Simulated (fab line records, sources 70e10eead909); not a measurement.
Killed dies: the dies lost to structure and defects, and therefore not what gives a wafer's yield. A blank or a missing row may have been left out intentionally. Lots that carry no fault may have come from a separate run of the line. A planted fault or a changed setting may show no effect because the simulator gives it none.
Chamber matching -- flow nand harc -- NHARC_A_WL_FILL_ALD_00 on ald hk-01: 4 sister chambers
The step deposits Al2O3, target thk 3 nm, pulse time 3 s, ald cycles 30. 4 wafers are shown with their chamber, then 11 later ones without.

EACH WAFER AND ITS CHAMBER
wafer,chamber,heater power w (W)
L091.2,0,477
L091.4,3,482
L091.6,2,445
L090.2,1,418

WAFERS WITH NO CHAMBER GIVEN
wafer,heater power w (W)
L090.4,445
L090.5,501
L092.2,496
L092.4,413
L092.6,416
L093.1,426
L093.2,453
L093.6,437
L095.1,501
L095.3,466
L095.6,497

EACH ONE'S CHAMBER
wafer,from the rows above,in truth
L090.4,2,2
L090.5,can't be placed: 3 or 0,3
L092.2,can't be placed: 3 or 0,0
L092.4,1,1
L092.6,1,1
L093.1,can't be placed: 1 or 2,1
L093.2,can't be placed: 2 or 0 or 3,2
L093.6,can't be placed: 2 or 1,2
L095.1,can't be placed: 3 or 0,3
L095.3,can't be placed: 0 or 3 or 2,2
L095.6,can't be placed: 3 or 0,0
Correctly placed: 3 of 11. Can't be placed from these rows: 8 (the true chamber is among the candidates in 8). Wrongly placed: 0.
How it was worked out, from the rows above alone: a wafer's distance from a chamber is the root of the sum, over the readings, of the square of ((its reading less the chamber's mean) divided by the reading's scatter). The wafer belongs to the nearest chamber; if the next one is less than 2 further off, it can't be placed. For every chamber, the mean is computed from those of its wafers that are shown. The scatter (one wafer shown for each chamber): square how far every hidden wafer sits from the nearest shown wafer, average those squares and take the square root.
